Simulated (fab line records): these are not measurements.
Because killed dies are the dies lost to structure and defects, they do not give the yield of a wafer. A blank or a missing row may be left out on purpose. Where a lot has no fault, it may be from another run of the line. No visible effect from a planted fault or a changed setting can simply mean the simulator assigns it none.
Matching of chambers || flow nandHarc || pecvd-03 running NHARC_P_M1_DEP_33: 3 sister chambers
The step deposits SiCN, target thk 30 nm. 3 wafers are shown with their chamber, then 12 later ones without.

== WAFERS PAIRED WITH THEIR CHAMBERS ==
{"wafer": "L088.4", "chamber": 1, "heaterPowerW (W)": 493}
{"wafer": "L089.1", "chamber": 2, "heaterPowerW (W)": 500}
{"wafer": "L089.4", "chamber": 0, "heaterPowerW (W)": 523}

== WAFERS WHOSE CHAMBER IS MISSING ==
{"wafer": "L093.1", "heaterPowerW (W)": 478}
{"wafer": "L093.3", "heaterPowerW (W)": 419}
{"wafer": "L093.6", "heaterPowerW (W)": 474}
{"wafer": "L094.2", "heaterPowerW (W)": 527}
{"wafer": "L094.3", "heaterPowerW (W)": 458}
{"wafer": "L094.4", "heaterPowerW (W)": 445}
{"wafer": "L095.1", "heaterPowerW (W)": 479}
{"wafer": "L095.2", "heaterPowerW (W)": 571}
{"wafer": "L095.4", "heaterPowerW (W)": 517}
{"wafer": "L097.1", "heaterPowerW (W)": 475}
{"wafer": "L097.4", "heaterPowerW (W)": 480}
{"wafer": "L097.6", "heaterPowerW (W)": 508}

== WHICH CHAMBER EACH WENT THROUGH ==
{"wafer": "L093.1", "from the rows above": "can't be placed: 1 or 2 or 0", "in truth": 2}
{"wafer": "L093.3", "from the rows above": "can't be placed: 1 or 2 or 0", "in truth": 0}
{"wafer": "L093.6", "from the rows above": "can't be placed: 1 or 2 or 0", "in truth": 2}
{"wafer": "L094.2", "from the rows above": "can't be placed: 0 or 2 or 1", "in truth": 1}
{"wafer": "L094.3", "from the rows above": "can't be placed: 1 or 2 or 0", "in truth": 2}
{"wafer": "L094.4", "from the rows above": "can't be placed: 1 or 2 or 0", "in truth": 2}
{"wafer": "L095.1", "from the rows above": "can't be placed: 1 or 2 or 0", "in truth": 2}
{"wafer": "L095.2", "from the rows above": "can't be placed: 0 or 2 or 1", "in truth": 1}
{"wafer": "L095.4", "from the rows above": "can't be placed: 0 or 2 or 1", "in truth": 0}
{"wafer": "L097.1", "from the rows above": "can't be placed: 1 or 2 or 0", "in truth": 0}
{"wafer": "L097.4", "from the rows above": "can't be placed: 1 or 2 or 0", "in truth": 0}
{"wafer": "L097.6", "from the rows above": "can't be placed: 2 or 0 or 1", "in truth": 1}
0 of 12 placed correctly. Can't be placed from these rows: 12 (the true chamber is among the candidates in 12). 0 placed wrongly.
How it was worked out, from the rows above alone: a wafer's distance from a chamber is the root of the sum, over the readings, of the square of ((its reading less the chamber's mean) divided by the reading's scatter). The wafer belongs to the nearest chamber; if the next one is less than 2 further off, it can't be placed. For every chamber, the mean is computed from those of its wafers that are shown. The scatter (one wafer shown for each chamber): square how far every hidden wafer sits from the nearest shown wafer, average those squares and take the square root.
